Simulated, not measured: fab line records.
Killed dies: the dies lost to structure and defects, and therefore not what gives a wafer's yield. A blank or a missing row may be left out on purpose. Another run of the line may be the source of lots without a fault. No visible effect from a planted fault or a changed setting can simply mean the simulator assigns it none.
Which tool is to blame? / flow n5 finfet / 36 wafers from 12 lots sampled at 3 of the route's 1938 steps

## WHAT THE GAUGES READ, wafer by wafer
N5_BEOL_M9_OCD_MEAS_38.
lot=L449; measured=day 11 00:56; on=ocd-02; trench depth nm (nm)=150.5 147.9 151.6
lot=L456; measured=day 12 13:23; on=ocd-02; trench depth nm (nm)=151.7 148.1 148.7
lot=L458; measured=day 13 22:55; on=ocd-02; trench depth nm (nm)=153.2 152.5 147.4
lot=L461; measured=day 14 18:05; on=ocd-02; trench depth nm (nm)=151.0 152.8 154.8
lot=L463; measured=day 16 02:35; on=ocd-02; trench depth nm (nm)=151.8 152.9 150.0
lot=L464; measured=day 16 20:06; on=ocd-01; trench depth nm (nm)=151.8 152.7 150.6
lot=L468; measured=day 16 21:17; on=ocd-01; trench depth nm (nm)=152.4 150.8 149.9
lot=L466; measured=day 17 07:55; on=ocd-02; trench depth nm (nm)=155.3 151.5 151.5
lot=L467; measured=day 17 07:59; on=ocd-01; trench depth nm (nm)=151.2 147.7 150.2
lot=L465; measured=day 17 10:34; on=ocd-02; trench depth nm (nm)=154.3 150.8 150.1
lot=L469; measured=day 17 10:51; on=ocd-02; trench depth nm (nm)=150.2 151.9 151.8
lot=L471; measured=day 17 17:53; on=ocd-02; trench depth nm (nm)=153.1 149.9 150.8

N5_BEOL_M10_THK_MEAS_01.
lot=L449; measured=day 11 05:11; on=film metro-01; M10_ILD_THK (nm)=266 271 272
lot=L456; measured=day 12 16:57; on=film metro-01; M10_ILD_THK (nm)=264 267 268
lot=L458; measured=day 14 02:08; on=film metro-02; M10_ILD_THK (nm)=267 267 267
lot=L461; measured=day 14 23:19; on=film metro-02; M10_ILD_THK (nm)=267 270 271
lot=L463; measured=day 16 07:29; on=film metro-01; M10_ILD_THK (nm)=265 267 270
lot=L464; measured=day 17 00:28; on=film metro-02; M10_ILD_THK (nm)=266 269 268
lot=L468; measured=day 17 01:23; on=film metro-01; M10_ILD_THK (nm)=263 267 270
lot=L466; measured=day 17 12:40; on=film metro-02; M10_ILD_THK (nm)=265 268 266
lot=L467; measured=day 17 13:08; on=film metro-01; M10_ILD_THK (nm)=262 263 267
lot=L465; measured=day 17 13:53; on=film metro-01; M10_ILD_THK (nm)=267 269 269
lot=L469; measured=day 17 15:32; on=film metro-02; M10_ILD_THK (nm)=266 271 267
lot=L471; measured=day 17 21:31; on=film metro-01; M10_ILD_THK (nm)=264 267 269

## WHICH TOOL RAN EACH LOT (tool, then ch and the chambers of the sampled wafers, then the start)
lot=L449; N5_BEOL_M10_ILD_DEP_00=pecvd-04 ch 0,2, day 11 04:31
lot=L456; N5_BEOL_M10_ILD_DEP_00=pecvd-04 ch 0,1, day 12 16:14
lot=L458; N5_BEOL_M10_ILD_DEP_00=pecvd-01 ch 0,1,2, day 14 01:32
lot=L461; N5_BEOL_M10_ILD_DEP_00=pecvd-03 ch 0,2, day 14 22:43
lot=L463; N5_BEOL_M10_ILD_DEP_00=pecvd-01 ch 0,1,2, day 16 06:54
lot=L464; N5_BEOL_M10_ILD_DEP_00=pecvd-04 ch 1,2, day 16 23:42
lot=L468; N5_BEOL_M10_ILD_DEP_00=pecvd-01 ch 0,1, day 17 00:42
lot=L466; N5_BEOL_M10_ILD_DEP_00=pecvd-03 ch 0,1,2, day 17 11:22
lot=L467; N5_BEOL_M10_ILD_DEP_00=pecvd-04 ch 0,2, day 17 12:07
lot=L465; N5_BEOL_M10_ILD_DEP_00=pecvd-01 ch 0,2, day 17 13:17
lot=L469; N5_BEOL_M10_ILD_DEP_00=pecvd-04 ch 0,1, day 17 14:56
lot=L471; N5_BEOL_M10_ILD_DEP_00=pecvd-04 ch 1,2, day 17 20:56
- N5_BEOL_M10_ILD_DEP_00: deposits SiCOH lowk from DEMS/porogen, target thk 308.51 nm, time 58 s.

## WHAT THE TOOLS THEMSELVES READ (means of the sampled wafers that have a number; where no wafer has one, the mark that the record gives instead)
N5_BEOL_M10_ILD_DEP_00.
lot=L449; tool=pecvd-04; heater power w (W)=280; showerhead plenum p Torr (Torr)=5.733; showerhead vpp V (V)=1314; throttle valve pct (%)=13.7
lot=L456; tool=pecvd-04; heater power w (W)=336; showerhead plenum p Torr (Torr)=5.761; showerhead vpp V (V)=1329; throttle valve pct (%)=13.7
lot=L458; tool=pecvd-01; heater power w (W)=315; showerhead plenum p Torr (Torr)=5.736; showerhead vpp V (V)=1359; throttle valve pct (%)=13.4
lot=L461; tool=pecvd-03; heater power w (W)=340; showerhead plenum p Torr (Torr)=5.752; showerhead vpp V (V)=1421; throttle valve pct (%)=14.4
lot=L463; tool=pecvd-01; heater power w (W)=309; showerhead plenum p Torr (Torr)=5.749; showerhead vpp V (V)=1356; throttle valve pct (%)=13.5
lot=L464; tool=pecvd-04; heater power w (W)=315; showerhead plenum p Torr (Torr)=5.761; showerhead vpp V (V)=1305; throttle valve pct (%)=13.3
lot=L468; tool=pecvd-01; heater power w (W)=280; showerhead plenum p Torr (Torr)=5.729; showerhead vpp V (V)=1433; throttle valve pct (%)=13.6
lot=L466; tool=pecvd-03; heater power w (W)=391; showerhead plenum p Torr (Torr)=5.736; showerhead vpp V (V)=1409; throttle valve pct (%)=14.0
lot=L467; tool=pecvd-04; heater power w (W)=306; showerhead plenum p Torr (Torr)=5.745; showerhead vpp V (V)=1300; throttle valve pct (%)=14.0
lot=L465; tool=pecvd-01; heater power w (W)=262; showerhead plenum p Torr (Torr)=5.740; showerhead vpp V (V)=1425; throttle valve pct (%)=13.1
lot=L469; tool=pecvd-04; heater power w (W)=323; showerhead plenum p Torr (Torr)=5.753; showerhead vpp V (V)=1320; throttle valve pct (%)=13.6
lot=L471; tool=pecvd-04; heater power w (W)=295; showerhead plenum p Torr (Torr)=5.764; showerhead vpp V (V)=1311; throttle valve pct (%)=13.0

## THE ANSWER, worked out from the rows above alone
Rule: the usual values come from the lots themselves. The widest of any qualifying gaps counts: lots, ordered by their means at a reading, are off when they make up no more than a third of the lots, leave a main group of 4 or more, and stand apart from it by 3 or more times the standard deviation of that group's means. A main group whose means are all the same, to the digits that the tables above print for the reading, isn't used. Also off: a lot with no number at a reading for which 4 or more lots have one. The other lots that the step has rows for count as sound. First the gauges in route order, then the tools' own readings, where a lot's mean is used as printed above. The first step at which some lot is off is used, and at that step the reading that is off furthest; a lot without a number counts as furthest.
None of the lots is off at any reading shown; this tells nothing.

## WHAT THE SIMULATOR HAD INSERTED
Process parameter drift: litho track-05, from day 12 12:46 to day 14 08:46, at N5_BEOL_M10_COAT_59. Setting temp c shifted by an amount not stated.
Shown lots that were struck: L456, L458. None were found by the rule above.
